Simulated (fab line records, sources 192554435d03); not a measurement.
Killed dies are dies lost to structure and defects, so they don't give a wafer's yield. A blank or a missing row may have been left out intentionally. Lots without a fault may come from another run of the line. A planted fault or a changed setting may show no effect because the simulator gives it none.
Chamber matching | flow n5-finfet | 4 sister chambers for N5_BEOL_M7_ETCH_62 on rie-diel-04
The step etches SOC in N2/H2, target depth 110 nm, overetch 22 nm, time 165 s. 24 wafers are shown with their chamber, then 12 later ones without.

EACH WAFER AND ITS CHAMBER
wafer  | chamber | drypump-motor-current-A (A) | showerhead-plenum-p-Torr (Torr) | oes-product-au (a.u.)
L074.1 | 0       | 5.7                         | 2.53                            | 0.61
L074.5 | 3       | 5.2                         | 2.58                            | 0.72
L074.6 | 0       | 5.7                         | 2.53                            | 0.61
L078.1 | 1       | 6.3                         | 2.59                            | 0.77
L078.2 | 0       | 5.7                         | 2.53                            | 0.61
L078.4 | 3       | 5.3                         | 2.58                            | 0.71
L079.4 | 0       | 5.7                         | 2.53                            | 0.61
L079.5 | 2       | 5.9                         | 2.47                            | 0.73
L079.6 | 1       | 6.3                         | 2.59                            | 0.76
L082.4 | 0       | 5.7                         | 2.52                            | 0.60
L082.5 | 1       | 6.3                         | 2.58                            | 0.74
L082.6 | 0       | 5.7                         | 2.52                            | 0.60
L080.1 | 0       | 5.7                         | 2.52                            | 0.60
L080.5 | 3       | 5.2                         | 2.58                            | 0.70
L080.6 | 2       | 5.9                         | 2.47                            | 0.72
L087.1 | 1       | 6.3                         | 2.58                            | 0.74
L087.2 | 2       | 5.9                         | 2.47                            | 0.71
L087.3 | 3       | 5.3                         | 2.58                            | 0.69
L088.3 | 3       | 5.3                         | 2.57                            | 0.70
L088.4 | 0       | 5.7                         | 2.52                            | 0.60
L088.5 | 2       | 5.9                         | 2.47                            | 0.71
L090.1 | 0       | 5.7                         | 2.52                            | 0.59
L090.4 | 2       | 5.9                         | 2.46                            | 0.71
L090.5 | 2       | 5.9                         | 2.46                            | 0.70

SIGNATURES (means of the wafers above)
reading                  | chamber 0 | chamber 1 | chamber 2 | chamber 3 | scatter within a chamber
drypump-motor-current-A  | 5.700     | 6.300     | 5.900     | 5.260     | 0.0245
showerhead-plenum-p-Torr | 2.5244    | 2.5850    | 2.4667    | 2.5780    | 0.00517
oes-product-au           | 0.6033    | 0.7525    | 0.7133    | 0.7040    | 0.0103
Rule: for a wafer and a chamber, the distance is found by dividing, reading by reading, the gap between the wafer's reading and the chamber's mean by the reading's scatter, squaring, summing and taking the root. The wafer belongs to the nearest chamber; if the next one is less than 2 further off, it can't be placed. How the scatter is found: for the shown wafers, subtract from each reading the mean of its chamber, square and add these, divide the total by (wafers less chambers), then take the root.

WAFERS WITHOUT THEIR CHAMBER
wafer  | drypump-motor-current-A (A) | showerhead-plenum-p-Torr (Torr) | oes-product-au (a.u.)
L091.2 | 5.3                         | 2.57                            | 0.69
L091.3 | 6.3                         | 2.58                            | 0.72
L091.4 | 5.9                         | 2.46                            | 0.70
L092.2 | 5.7                         | 2.51                            | 0.59
L092.5 | 6.3                         | 2.57                            | 0.72
L092.6 | 5.7                         | 2.51                            | 0.59
L094.1 | 5.3                         | 2.57                            | 0.69
L094.4 | 5.7                         | 2.51                            | 0.59
L094.6 | 5.7                         | 2.51                            | 0.58
L097.3 | 5.9                         | 2.46                            | 0.68
L097.4 | 6.3                         | 2.57                            | 0.71
L097.6 | 5.9                         | 2.46                            | 0.70

WHICH CHAMBER EACH WENT THROUGH
wafer  | from the rows above | in truth
L091.2 | 3                   | 3
L091.3 | 1                   | 1
L091.4 | 2                   | 2
L092.2 | 0                   | 0
L092.5 | 1                   | 1
L092.6 | 0                   | 0
L094.1 | 3                   | 3
L094.4 | 0                   | 0
L094.6 | 0                   | 0
L097.3 | 2                   | 2
L097.4 | 1                   | 1
L097.6 | 2                   | 2
12 of 12 placed correctly. From these rows, 0 cannot be placed. Number placed wrongly: 0.
